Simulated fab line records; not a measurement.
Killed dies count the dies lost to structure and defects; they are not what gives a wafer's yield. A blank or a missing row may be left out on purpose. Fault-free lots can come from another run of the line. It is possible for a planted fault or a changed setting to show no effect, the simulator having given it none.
Split-lot trial + flow n5Finfet + 21 wafers read from 7 lots, route of 1938 steps

THE SPLIT
At N5_BEOL_M7_DESCUM_33 (chemistry O2, time 7 s), the setting timeS was moved away from the recipe's 7 s on 7 of the 21 wafers read, by -22.0% to +8.4%. All remaining wafers had this setting at the recipe value.

No step appears in the file between the split and the reading.

THE READING
CAR-EUV_of_BEOL_M7_COAT_22.thkNm (the simulator's own value, which no gauge read), in nm, at N5_BEOL_M7_ETCH_72 (etches underlayer in N2/H2, target depth 6.5 nm, time 5.2 s). There is no usual value for it anywhere in the file. Average 20.4 nm, standard deviation 0.11 nm, over the 14 wafers here run with the recipe.

| wafer  | tool, chamber at the split | timeS as run, s | against the recipe | CAR-EUV_of_BEOL_M7_COAT_22.thkNm, nm | against lot-mates on the recipe |
|--------|----------------------------|-----------------|--------------------|--------------------------------------|---------------------------------|
| L080.1 | rieDiel-04, 1,0            | 7               | recipe             | 20.2                                 | -                               |
| L080.3 | rieDiel-04, 1,0            | 7               | recipe             | 20.4                                 | -                               |
| L080.5 | rieDiel-04, 1              | 5.457           | -22.0%             | 21.2                                 | +0.9                            |
| L083.4 | rieDiel-02, 3,3,2          | 7               | recipe             | 20.4                                 | -                               |
| L083.5 | rieDiel-02, 3,3,2          | 7               | recipe             | 20.4                                 | -                               |
| L083.6 | rieDiel-02, 3,3,2          | 7               | recipe             | 20.4                                 | -                               |
| L086.4 | rieDiel-03, 2,1            | 7               | recipe             | 20.2                                 | -                               |
| L086.6 | rieDiel-03, 2,1            | 7               | recipe             | 20.2                                 | -                               |
| L086.5 | rieDiel-03, 0              | 7.59            | +8.4%              | 20                                   | -0.2                            |
| L090.2 | rieDiel-04, 2,0            | 7               | recipe             | 20.4                                 | -                               |
| L090.4 | rieDiel-04, 1              | 7               | recipe             | 20.4                                 | -                               |
| L090.3 | rieDiel-04, 2,0            | 7               | recipe             | 20.6                                 | -                               |
| L093.1 | rieDiel-03, 3              | 7               | recipe             | 20.2                                 | -                               |
| L093.2 | rieDiel-03, 2              | 6.15            | -12.1%             | 20.8                                 | +0.6                            |
| L093.5 | rieDiel-03, 2              | 6.15            | -12.1%             | 20.8                                 | +0.6                            |
| L096.1 | rieDiel-04, 3,0,1          | 7               | recipe             | 20.4                                 | -                               |
| L096.2 | rieDiel-04, 3,0,1          | 7               | recipe             | 20.4                                 | -                               |
| L096.3 | rieDiel-04, 3,0,1          | 7               | recipe             | 20.4                                 | -                               |
| L097.3 | rieDiel-04, 1              | 7.552           | +7.9%              | 20.2                                 | no lot-mate on the recipe       |
| L097.4 | rieDiel-04, 2,1            | 7.552           | +7.9%              | 20.2                                 | no lot-mate on the recipe       |
| L097.5 | rieDiel-04, 2,1            | 7.552           | +7.9%              | 20.2                                 | no lot-mate on the recipe       |
When a row names more than one chamber, that row covers several wafers, and the file does not tell which wafer ran in which chamber.

THE FIT
A straight line over all 21 wafers: CAR-EUV_of_BEOL_M7_COAT_22.thkNm changes by -0.0345 nm for each +1% of timeS; r = -0.92; the points scatter about the line by 0.11 nm.
The same after taking each lot's own level away (the mean of its wafers on the recipe; 18 wafers): -0.0416 nm for each +1%; r = -0.97; scatter 0.072 nm.
On that fit, the largest move of timeS shifts the reading by 0.92 nm.
The lots' own levels span 20.20 to 20.47 nm, that is 2.4 times the standard deviation above.
So the lot-to-lot level changes the slope: the two fits differ.
Check: for one of the wafers moved furthest among these (-22.0%), held out of the fit, the line's prediction against its lot-mates is +0.98 nm. Against them it came out at +0.9 nm.

OTHER SPLITS APPLIED TO THESE WAFERS
Note: prior to the reading, these wafers also went through further splits. Each is held against what the fit with the lots' levels taken away leaves over:
| other split on the same wafers  | wafers away from the commonest value | r with CAR-EUV_of_BEOL_M7_COAT_22.thkNm (lot level and that fit taken away) |
|---------------------------------|--------------------------------------|-----------------------------------------------------------------------------|
| N5_BEOL_M5_EXPOSE_08 doseMj     | 6                                    | -0.38                                                                       |
| N5_BEOL_M5_TRENCH_ETCH_37 biasW | 7                                    | +0.00                                                                       |
| N5_BEOL_M5_ETCH_41 sourceW      | 11                                   | +0.08                                                                       |
| N5_BEOL_M6_COAT_22 spinRpm      | 5                                    | +0.07                                                                       |

THE WHOLE CHAIN: every reading that the file lists as answering this split, in the file's order
| step                 | what it does                                                | reading                                                                           | change (the file's fit)                                                        | r (the file's) |
|----------------------|-------------------------------------------------------------|-----------------------------------------------------------------------------------|--------------------------------------------------------------------------------|----------------|
| N5_BEOL_M7_DESCUM_33 | chemistry O2, time 7 s                                      | CAR-EUV_of_BEOL_M7_COAT_22.thkNm (the simulator's own value, which no gauge read) | -0.0343 nm for each +1% of the setting                                         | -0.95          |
| N5_BEOL_M7_ETCH_72   | etches underlayer in N2/H2, target depth 6.5 nm, time 5.2 s | CAR-EUV_of_BEOL_M7_COAT_22.thkNm (the simulator's own value, which no gauge read) | -0.0409 nm for each +1% of the setting                                         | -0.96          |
| N5_BEOL_M7_ETCH_65   | etches SiARC in CF4, target depth 15.6 nm, time 26 s        | CAR-EUV_of_BEOL_M7_COAT_22.thkNm (the simulator's own value, which no gauge read) | not straight: 12 at the lowest setting, 11.14 at the recipe, 11 at the highest | not given      |

THE FILE'S OWN FIT
CAR-EUV_of_BEOL_M7_COAT_22.thkNm changes by -0.0409 nm for each +1% of timeS, r = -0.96.
